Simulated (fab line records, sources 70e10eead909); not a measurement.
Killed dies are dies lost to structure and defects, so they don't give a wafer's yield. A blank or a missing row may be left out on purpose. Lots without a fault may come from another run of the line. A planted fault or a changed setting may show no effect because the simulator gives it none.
fab line records | flow nand_harc | part 1 of 2: steps 1 to 4 of 6
record lots=22 wafers=66 last_day=33
route steps=1302 shown A_SGD_CUT@902 A_SLIT@936 A_CONTACT@1012
lots that met no fault: from a run of the same line without faults
start_h: hours from the record's first day to the start of the lot's first wafer shown | wait_h: hours since the lot's step before | " the same as in the row above | L1.1+2: a row that stands for several wafers | - no value, or no start given | * or withheld: withheld | < > ~ a bound
route shown NAME@n: a module of which the file shows steps, and the number in the route of the first | usual: mean/standard deviation of fault-free wafers | same: alike in all rows | chamber/n: place in a boat | sites: the reading at each site | _std_site: their standard deviation | _edge_site: outer sites' mean less inner sites' | radius_mm: how far each site lies from the wafer's centre | mask NAME#n: copy n | behind: the tool/chamber that last shaped the wafer | hold: why the lot was held/for how many hours/how that ended | device: the transistor (n, p or np) that didn't switch | end of line: the same wafers' tests at the end of the route | a step without rows: its recipe alone | killed: dies lost to structure and defects at the first sort, not the wafer's yield | map: a wafer's dies, x killed, . not, _ none there
set.NAME: the setting as run; set.NAME@STEP: as run at that earlier step | model.NAME: the simulator's own value behind a step, which no gauge read
steps of the route over a sample of lots; a table a step, a row a wafer
services: from which hour (start_h, from the record's first day; less than 0 if before it) a tool's chamber was out of use, for how many hours, and why
## steps
# step NHARC_A_SGD_CUT_OVL_MEAS_10
# usual overlay_x_nm=-0.1/0.77 overlay_y_nm=0.1/0.79
# columns lot.wafer tool chamber start_h wait_h overlay_x_nm overlay_y_nm
L074.2 overlay-01 - 440.01 - -0.1 -0.3
L074.3 " - " " -0.3 -0.5
L074.6 " - " " 0.2 -0.3
L075.4 overlay-01 - 448.98 - -0.7 0.3
L075.5 " - " " -1.0 0.1
L075.6 " - " " -1.1 -0.4
L076.2 overlay-01 - 468.52 - -0.5 1.1
L076.3 " - " " -0.4 0.8
L076.6 " - " " -0.8 1.4
L079.1 overlay-02 - 476.95 - -0.7 -0.2
L079.4 " - " " -0.3 0.0
L079.5 " - " " -0.1 -0.6
L078.1 overlay-01 - 477.14 - 0.9 -0.4
L078.3 " - " " 0.4 0.0
L078.6 " - " " 0.7 -0.6
L080.1 overlay-01 - 511.41 - 0.1 -0.9
L080.2 " - " " -0.6 -0.4
L080.4 " - " " -0.4 -0.2
L081.2 overlay-01 - 512.68 - 0.2 0.1
L081.3 " - " " -0.7 -0.1
L081.4 " - " " 0.0 0.4
L083.3 overlay-02 - 536.18 - -0.3 -0.6
L083.5 " - " " 0.6 -1.1
L083.6 " - " " 0.6 -1.1
L085.2 overlay-01 - 544.35 - -0.5 0.1
L085.4 " - " " 0.1 -0.4
L085.5 " - " " -0.1 -0.3
L084.2 overlay-02 - 545.51 - 0.4 1.3
L084.3 " - " " 0.4 1.6
L084.6 " - " " 0.4 1.6
L086.3 overlay-02 - 559.42 - -0.7 1.3
L086.5 " - " " -0.5 0.9
L086.6 " - " " 0.1 1.9
L087.1 overlay-01 - 577.19 - -1.0 1.1
L087.5 " - " " -1.0 1.4
L087.6 " - " " -1.7 1.1
L088.2 overlay-01 - 590.38 - -1.0 -0.2
L088.3 " - " " -0.5 0.4
L088.6 " - " " -1.3 -0.1
L090.1 overlay-02 - 590.53 - 0.4 -0.5
L090.2 " - " " 0.3 -0.8
L090.5 " - " " 0.0 0.0
L089.1 overlay-01 - 591.74 - -1.0 -0.3
L089.5 " - " " -0.6 -0.2
L089.6 " - " " -0.9 0.2
L091.2 overlay-02 - 597.75 - 0.6 1.0
L091.4 " - " " 0.2 0.3
L091.5 " - " " 0.2 0.7
L092.1 overlay-02 - 616.84 - -1.0 -1.6
L092.3 " - " " -0.6 -1.4
L092.5 " - " " -1.1 -1.0
L094.1 overlay-02 - 629.03 - 1.1 0.6
L094.2 " - " " 1.2 0.2
L094.3 " - " " 1.0 0.3
L093.1 overlay-02 - 629.24 - 0.9 0.4
L093.2 " - " " 1.2 0.8
L093.4 " - " " 0.4 0.6
L095.1 overlay-01 - 646.83 - -1.6 -0.7
L095.3 " - " " -0.6 -0.5
L095.4 " - " " -1.8 -0.5
L096.2 overlay-01 - 664.27 - 0.6 -0.2
L096.4 " - " " 0.8 0.2
L096.6 " - " " 0.5 0.0
L097.1 overlay-01 - 664.60 - -1.3 0.4
L097.3 " - " " -0.8 -0.1
L097.4 " - " " -1.4 0.0
# step NHARC_A_SGD_CUT_STRIP_17
# recipe o2_flow_sccm=500 ar_flow_sccm=0 bias_w=0 chemistry=O2
# usual chamber_pressure_mTorr=60.00/0.055 drypump_motor_current_A=5.8/0.53 oes_product_au=0.996/0.0075 rf_vpp_V=57.7/0.84 showerhead_plenum_p_Torr=3.53/0.17 throttle_valve_pct=17.037/0.0091
# columns lot.wafer tool chamber start_h wait_h chamber_pressure_mTorr drypump_motor_current_A oes_product_au rf_hours_counter_h rf_vpp_V showerhead_plenum_p_Torr throttle_valve_pct
L074.2 rie_diel-13 3 - - 60.07 5.9 0.997 5.1 57.5 3.66 17.051
L074.3 " 0 " " 59.97 5.1 1.005 5.4 58.6 3.77 17.052
L074.6 " 1 " " 59.94 6.1 1.002 - 57.7 3.42 17.030
L075.4 rie_diel-02 0 - - 59.99 4.9 0.989 3.4 57.3 3.30 17.050
L075.6 " 1 " " 59.92 6.4 0.997 - 56.8 3.52 17.043
L075.5 " 2 " " 59.89 5.3 0.990 - 58.5 3.35 17.053
L076.3 rie_diel-02 3 - - 59.98 5.9 0.990 6.1 59.0 3.63 17.037
L076.2 " 0 " " 59.97 4.9 0.988 5.3 56.7 3.30 17.048
L076.6 " 2 " " 59.93 5.3 1.002 - 57.0 3.35 17.044
L079.1 rie_diel-02 1 - - 59.93 6.4 0.999 6.3 58.7 3.51 17.034
L079.4 " 2 " " 60.01 5.3 1.004 7.0 56.1 3.35 17.035
L079.5 " 1 " " 60.00 6.4 0.999 - 58.1 3.52 17.034
L078.3 rie_diel-13 3 - - 59.98 5.9 0.992 6.9 57.3 3.66 17.042
L078.1 " 0 " " 59.93 5.1 0.992 8.0 59.8 3.77 17.021
L078.6 " 3 " " 60.06 5.9 0.990 - 58.0 3.66 17.044
L080.2 rie_diel-13 2 - - 60.01 5.4 0.994 8.7 57.3 3.72 17.029
L080.4 " 3 " " 60.10 5.9 0.994 8.2 57.7 3.65 17.035
L080.1 " 0 " " 59.96 5.1 0.993 9.4 58.7 3.77 17.032
L081.3 rie_diel-13 3 - - 59.90 5.9 0.992 8.6 58.5 3.66 17.041
L081.4 " 0 " " 59.99 5.1 1.004 9.7 56.6 3.77 17.049
L081.2 " 2 " " 60.04 5.4 0.995 9.1 57.6 3.72 17.046
L083.3 rie_diel-05 2 - - 60.05 6.1 1.001 7.9 57.3 3.34 17.042
L083.5 " 1 " " 60.05 6.8 0.993 - 58.1 3.55 17.039
L083.6 " 2 " " 59.99 6.1 0.987 - 58.8 3.34 17.039
L085.2 rie_diel-13 0 - - 60.02 5.1 0.990 0.8 58.0 3.77 17.040
L085.4 " 1 " " 60.03 6.1 0.979 0.8 57.5 3.42 17.045
L085.5 " 2 " " 60.06 5.4 0.984 - 58.6 3.71 17.034
L084.3 rie_diel-05 2 - - 59.97 6.1 1.002 8.4 57.9 3.34 17.047
L084.2 " 3 " " 60.05 5.7 1.012 8.0 56.4 3.36 17.038
L084.6 " 2 " " 59.97 6.1 1.003 - 57.3 3.34 17.029
L086.3 rie_diel-02 1 - - 60.03 6.4 0.996 11.6 57.4 3.51 17.047
L086.5 " 0 " " 60.01 4.9 0.993 - 58.2 3.29 17.034
L086.6 " 1 " " 60.03 6.4 0.988 - 57.5 3.51 17.032
L087.1 rie_diel-05 1 - - 59.94 6.8 0.990 10.4 58.5 3.54 17.045
L087.5 " 1 " " 59.99 6.8 0.983 - 58.5 3.54 17.037
L087.6 " 2 " " 60.01 6.1 0.998 - 56.9 3.34 17.019
L090.1 rie_diel-13 1 - - 60.07 6.1 1.003 2.5 57.0 3.42 17.040
L090.2 " 3 " " 60.13 5.9 0.989 3.1 58.9 3.65 17.051
L090.5 " 1 " " 60.05 6.1 0.989 - 57.6 3.42 17.026
L088.2 rie_diel-02 2 - - 60.03 5.3 0.997 2.3 57.0 3.34 17.042
L088.3 " 3 " " 60.01 5.9 0.995 2.1 58.4 3.63 17.042
L088.6 " 0 " " 60.04 4.9 1.011 - 56.2 3.29 17.045
L089.1 rie_diel-13 1 - - 60.08 6.0 0.984 2.8 57.5 3.42 17.036
L089.5 " 0 " " 59.93 5.1 0.993 - 57.8 3.77 17.045
L089.6 " 1 " " 59.99 6.0 0.989 - 57.7 3.42 17.040
L091.4 rie_diel-02 0 - - 60.04 4.9 1.012 3.1 57.2 3.29 17.029
L091.2 " 3 " " 59.87 5.8 1.012 3.4 56.7 3.63 17.032
L091.5 " 0 " " 60.05 4.9 0.997 - 56.3 3.29 17.042
L092.3 rie_diel-02 2 - - 60.00 5.3 1.003 4.9 57.9 3.34 17.051
L092.1 " 0 " " 59.95 4.9 1.012 4.4 55.9 3.29 17.033
L092.5 " 1 " " 60.03 6.4 0.996 - 58.6 3.51 17.028
L094.2 rie_diel-05 0 - - 59.96 6.1 0.994 3.8 58.6 3.76 17.023
L094.1 " 2 " " 59.99 6.1 0.993 3.5 57.2 3.33 17.037
L094.3 " 3 " " 60.00 5.7 0.996 4.0 58.4 3.36 17.025
L093.2 rie_diel-13 0 - - 59.91 5.1 0.988 4.8 59.5 3.77 17.036
L093.1 " 1 " " 60.03 6.0 0.979 4.7 58.4 3.42 17.027
L093.4 " 2 " " 60.08 5.4 0.987 4.4 58.6 3.71 17.041
L095.4 rie_diel-13 2 - - 60.10 5.3 1.003 5.4 58.2 3.71 17.041
L095.3 " 3 " " 60.00 5.9 0.999 6.0 57.8 3.65 17.029
L095.1 " 0 " " 60.00 5.1 0.994 6.1 58.0 3.77 17.019
L096.4 rie_diel-05 2 - - 59.94 6.1 1.009 5.9 57.3 3.33 17.030
L096.2 " 1 " " 60.05 6.8 0.998 5.4 58.2 3.54 17.031
L096.6 " 3 " " 60.02 5.8 0.992 - 57.1 3.36 17.044
L097.3 rie_diel-13 0 - - 60.11 5.1 1.002 7.1 57.3 3.77 17.028
L097.4 " 1 " " 59.96 6.0 0.995 6.3 57.0 3.41 17.021
L097.1 " 3 " " 60.04 5.9 0.992 7.0 57.9 3.65 17.012
# step NHARC_A_SLIT_DESCUM_14
# recipe time_s=3 o2_flow_sccm=200 ar_flow_sccm=0 bias_power_w=0 chemistry=O2
# usual chamber_pressure_mTorr=60.01/0.054 drypump_motor_current_A=5.5/0.32 oes_product_au=1.002/0.0071 rf_vpp_V=57.7/0.84 showerhead_plenum_p_Torr=1.91/0.079 throttle_valve_pct=11.311/0.0087
# columns lot.wafer tool chamber start_h wait_h chamber_pressure_mTorr drypump_motor_current_A oes_product_au rf_hours_counter_h rf_vpp_V showerhead_plenum_p_Torr throttle_valve_pct
L074.2 rie_diel-06 1 454.93 0.1 60.03 5.0 0.989 8 57.5 1.81 11.309
L074.3 " 3 " " 59.97 5.5 0.999 8 58.0 2.01 11.305
L074.6 " 2 " " 59.98 5.6 0.999 - 57.2 1.88 11.323
L075.4 rie_diel-07 0 463.48 0.1 60.11 5.9 0.995 8 59.2 1.98 11.306
L075.5 " 1 " " 60.01 5.7 1.004 - 58.7 1.99 11.313
L075.6 " 2 " " 60.00 5.1 0.999 - 56.0 1.78 11.304
L076.3 rie_diel-07 1 481.22 0.1 60.05 5.7 1.009 0 58.6 1.99 11.306
L076.2 " 3 " " 59.91 5.8 1.012 0 57.8 1.93 11.317
L076.6 " 1 " " 59.96 5.7 1.012 - 57.6 1.99 11.313
L079.1 rie_diel-09 2 493.09 0.1 59.89 5.3 1.005 7 57.3 1.90 11.316
L079.4 " 0 " " 60.03 5.6 1.005 9 58.7 2.00 11.313
L079.5 " 3 " " 60.02 5.8 1.001 - 57.3 1.80 11.323
L078.1 rie_diel-06 1 493.42 0.1 59.89 5.1 1.004 0 56.5 1.81 11.317
L078.3 " 2 " " 59.93 5.6 1.000 0 56.6 1.88 11.306
L078.6 " 1 " " 60.08 5.1 0.992 - 57.0 1.81 11.307
L080.2 rie_diel-06 1 525.63 0.1 59.99 5.0 1.007 2 57.7 1.81 11.313
L080.4 " 2 " " 60.01 5.6 1.002 2 57.1 1.88 11.306
L080.1 " 3 " " 60.03 5.5 1.004 3 56.5 2.01 11.319
L081.2 rie_diel-09 3 525.81 0.1 60.00 5.8 1.004 1 56.5 1.80 11.298
L081.4 " 0 " " 59.92 5.6 0.994 1 57.8 2.00 11.310
L081.3 " 2 " " 59.98 5.3 1.006 0 58.4 1.90 11.309
L083.3 rie_diel-06 1 547.98 0.1 59.97 5.0 0.984 4 57.1 1.81 11.313
L083.5 " 2 " " 60.05 5.6 0.998 - 58.5 1.88 11.301
L083.6 " 3 " " 60.02 5.5 1.002 - 58.1 2.00 11.310
L085.4 rie_diel-07 1 556.18 0.1 60.03 5.8 1.002 4 58.6 1.98 11.311
L085.2 " 3 " " 60.08 5.8 0.991 4 57.4 1.93 11.308
L085.5 " 0 " " 60.06 5.9 1.002 - 57.6 1.98 11.315
L084.3 rie_diel-07 1 557.99 0.1 60.01 5.7 1.016 5 57.6 1.98 11.308
L084.2 " 3 " " 60.09 5.8 1.012 4 57.9 1.93 11.312
L084.6 " 0 " " 60.05 5.9 1.007 - 58.3 1.98 11.316
L086.3 rie_diel-07 2 571.29 0.1 59.97 5.1 1.007 4 57.6 1.78 11.321
L086.6 " 2 " " 59.95 5.2 1.007 - 57.1 1.78 11.306
L086.5 " 0 " " 59.91 5.9 1.009 - 58.5 1.98 11.320
L087.1 rie_diel-06 3 590.74 0.1 59.99 5.5 1.017 8 58.2 2.00 11.313
L087.6 " 2 " " 60.01 5.6 1.001 - 57.0 1.88 11.306
L087.5 " 3 " " 59.93 5.5 1.005 - 58.8 2.00 11.318
L088.3 rie_diel-07 3 603.23 0.1 59.98 5.8 0.996 6 58.4 1.93 11.309
L088.2 " 2 " " 60.02 5.1 0.999 6 57.0 1.78 11.306
L088.6 " 3 " " 59.96 5.8 0.999 - 58.9 1.93 11.319
L089.1 rie_diel-06 1 603.64 0.1 60.05 5.0 1.000 8 56.8 1.81 11.324
L089.5 " 2 " " 60.01 5.6 0.999 - 57.5 1.88 11.296
L089.6 " 3 " " 60.01 5.6 1.003 - 58.2 2.00 11.312
L090.2 rie_diel-09 3 604.10 0.1 59.98 5.8 1.011 3 57.3 1.80 11.301
L090.1 " 0 " " 59.98 5.5 1.003 3 57.9 2.00 11.328
L090.5 " 3 " " 59.96 5.8 0.997 - 56.9 1.80 11.315
L091.2 rie_diel-09 3 610.08 0.1 60.07 5.8 1.006 4 57.4 1.80 11.300
L091.4 " 0 " " 60.00 5.6 1.018 4 58.6 2.00 11.306
L091.5 " 3 " " 59.99 5.8 1.014 - 57.4 1.80 11.308
L092.3 rie_diel-07 2 628.55 0.1 60.04 5.1 1.001 7 56.4 1.78 11.314
L092.1 " 1 " " 59.97 5.7 1.009 10 58.4 1.98 11.312
L092.5 " 2 " " 60.04 5.1 0.989 - 55.7 1.78 11.308
L093.2 rie_diel-07 3 644.15 0.1 60.01 5.8 1.005 8 57.8 1.93 11.338
L093.1 " 0 " " 60.06 5.9 0.998 10 59.0 1.98 11.310
L093.4 " 1 " " 60.11 5.7 1.004 12 56.9 1.98 11.305
L094.3 rie_diel-09 3 644.69 0.1 60.02 5.8 1.008 6 57.9 1.80 11.300
L094.1 " 0 " " 59.99 5.6 1.002 5 59.1 2.00 11.317
L094.2 " 1 " " 59.94 4.8 0.998 5 57.6 1.96 11.319
L095.4 rie_diel-09 1 662.15 0.1 60.04 4.8 1.010 7 57.7 1.96 11.324
L095.3 " 2 " " 59.98 5.3 1.004 7 58.8 1.90 11.294
L095.1 " 3 " " 59.96 5.8 1.008 6 59.9 1.80 11.310
L097.3 rie_diel-06 0 675.82 0.1 60.07 5.2 1.003 0 58.2 1.95 11.308
L097.4 " 1 " " 60.02 5.0 0.995 0 56.2 1.81 11.298
L097.1 " 3 " " 60.04 5.6 1.000 0 57.1 2.00 11.316
L096.4 rie_diel-06 1 676.70 0.1 59.97 5.0 1.008 1 57.7 1.81 11.334
L096.2 " 2 " " 59.89 5.6 1.006 1 57.4 1.88 11.322
L096.6 " 3 " " 60.02 5.6 1.005 - 56.4 2.00 11.306
# step NHARC_A_SLIT_ETCH_26
# recipe bias_v=400 source_w=2000 pressure_mtorr=25 time_s=90 ar_flow_sccm=375 c4f8_flow_sccm=41.7 o2_flow_sccm=83.3 target_depth_a=4000 chemistry=C4F8/O2/Ar
# usual chamber_pressure_mTorr=24.998/0.021 drypump_motor_current_A=5.6/0.57 oes_air_line_au=0.998/0.019 showerhead_plenum_p_Torr=3.64/0.19 throttle_valve_pct=27.620/0.0095
# columns lot.wafer tool chamber start_h wait_h chamber_pressure_mTorr drypump_motor_current_A oes_air_line_au rf_hours_counter_h showerhead_plenum_p_Torr throttle_valve_pct
L074.2 har_etch-01 1 460.63 2.4 25.038 5.0 1.032 260 3.53 27.632
L074.3 " 1 " " 25.031 5.0 1.016 - 3.53 27.614
L074.6 " 0 " " 24.996 5.2 1.020 - 3.47 27.616
L075.4 har_etch-02 0 468.38 1.9 24.954 6.0 1.000 - 3.96 27.630
L075.5 " 0 " " 25.008 5.9 1.002 - 3.96 27.621
L075.6 " 1 " " 25.018 6.4 0.989 - 3.73 27.605
L076.2 har_etch-01 1 486.34 3.0 25.030 5.0 1.006 271 3.53 27.620
L076.3 " 1 " " 24.984 5.0 0.996 - 3.53 27.629
L076.6 " 1 " " 25.018 5.0 1.001 - 3.53 27.625
L079.1 har_etch-01 1 498.48 3.0 25.012 5.0 0.997 283 3.52 27.602
L079.4 " 1 " " 25.000 5.0 1.000 - 3.52 27.625
L079.5 " 1 " " 24.980 5.0 1.015 - 3.52 27.599
L078.1 har_etch-02 1 499.55 2.4 25.019 6.4 0.975 61 3.72 27.620
L078.3 " 0 " " 25.003 6.0 1.021 - 3.94 27.634
L078.6 " 1 " " 25.002 6.4 0.984 - 3.72 27.607
L080.2 har_etch-02 0 530.51 3.0 25.025 5.9 0.948 73 3.94 27.618
L080.1 " 1 " " 24.971 6.4 0.988 73 3.71 27.630
L080.4 " 1 " " 25.003 6.4 0.992 - 3.71 27.621
L081.2 har_etch-01 1 530.69 3.0 24.989 5.0 0.965 298 3.51 27.629
L081.4 " 1 " " 24.988 5.0 0.985 - 3.51 27.616
L081.3 " 0 " " 24.970 5.2 0.991 - 3.45 27.625
L083.3 har_etch-01 1 552.89 1.9 24.997 5.0 1.024 - 3.51 27.614
L083.5 " 1 " " 25.027 5.0 1.006 - 3.51 27.635
L083.6 " 0 " " 24.988 5.2 1.000 - 3.45 27.619
L085.2 har_etch-01 0 561.18 3.0 24.984 5.2 1.029 317 3.44 27.614
L085.4 " 0 " " 24.980 5.2 0.999 - 3.44 27.607
L085.5 " 0 " " 25.002 5.2 0.965 - 3.44 27.611
L084.2 har_etch-02 0 563.54 3.0 24.980 6.0 0.977 95 3.92 27.636
L084.3 " 1 " " 25.020 6.4 1.008 - 3.70 27.639
L084.6 " 0 " " 25.010 5.9 0.983 - 3.92 27.625
L086.3 har_etch-01 0 576.48 1.9 24.987 5.2 1.003 - 3.44 27.616
L086.6 " 0 " " 25.002 5.2 0.948 - 3.44 27.616
L086.5 " 1 " " 24.994 5.0 1.017 - 3.50 27.634
L087.1 har_etch-01 0 596.13 3.0 24.992 5.2 1.022 336 3.43 27.621
L087.6 " 0 " " 25.014 5.2 1.012 - 3.43 27.637
L087.5 " 1 " " 24.984 5.0 0.978 - 3.49 27.634
L088.2 har_etch-01 1 608.14 2.4 24.955 5.0 1.049 344 3.49 27.614
L088.3 " 1 " " 24.984 5.0 1.031 - 3.49 27.620
L088.6 " 0 " " 25.002 5.2 1.007 - 3.43 27.614
L089.1 har_etch-02 1 608.56 2.5 25.013 6.4 1.017 123 3.68 27.618
L089.5 " 0 " " 24.987 6.0 0.999 - 3.91 27.627
L089.6 " 1 " " 24.982 6.4 1.009 - 3.68 27.633
L090.1 har_etch-01 1 611.88 3.0 25.022 5.0 1.005 348 3.49 27.627
L090.2 " 0 " " 24.985 5.2 0.973 348 3.43 27.622
L090.5 " 0 " " 25.019 5.2 0.983 - 3.43 27.624
L091.2 har_etch-02 0 614.94 3.0 24.985 5.9 1.016 126 3.91 27.619
L091.4 " 1 " " 24.991 6.4 1.016 - 3.68 27.631
L091.5 " 0 " " 24.982 5.9 0.993 - 3.91 27.627
L092.1 har_etch-01 1 633.42 2.4 24.975 5.0 1.005 359 3.48 27.630
L092.3 " 1 " " 24.999 5.0 1.016 - 3.48 27.622
L092.5 " 0 " " 24.977 5.2 0.990 - 3.42 27.622
L094.1 har_etch-02 0 649.52 3.0 25.002 5.9 1.005 145 3.90 27.620
L094.2 " 1 " " 24.996 6.4 1.043 145 3.67 27.624
L094.3 " 1 " " 24.973 6.4 1.029 - 3.67 27.620
L093.1 har_etch-01 1 652.66 6.1 25.023 5.0 0.970 370 3.47 27.630
L093.2 " 1 " " 25.017 5.0 1.007 - 3.48 27.625
L093.4 " 1 " " 24.965 5.0 1.009 - 3.48 27.621
L095.1 har_etch-02 1 670.38 3.0 24.971 6.4 1.001 161 3.66 27.647
L095.4 " 1 " " 25.009 6.4 1.012 - 3.66 27.618
L095.3 " 0 " " 24.993 6.0 1.001 - 3.89 27.621
L097.1 har_etch-01 0 680.74 2.4 25.009 5.2 1.003 370 3.98 27.620
L097.3 " 1 " " 25.015 5.0 1.006 - 3.47 27.630
L097.4 " 0 " " 24.978 5.2 0.991 - 3.98 27.629
L096.2 har_etch-02 1 681.58 3.0 24.940 6.4 1.001 168 3.66 27.614
L096.4 " 1 " " 25.008 6.4 0.996 - 3.66 27.612
L096.6 " 0 " " 25.030 6.0 1.004 - 3.88 27.622
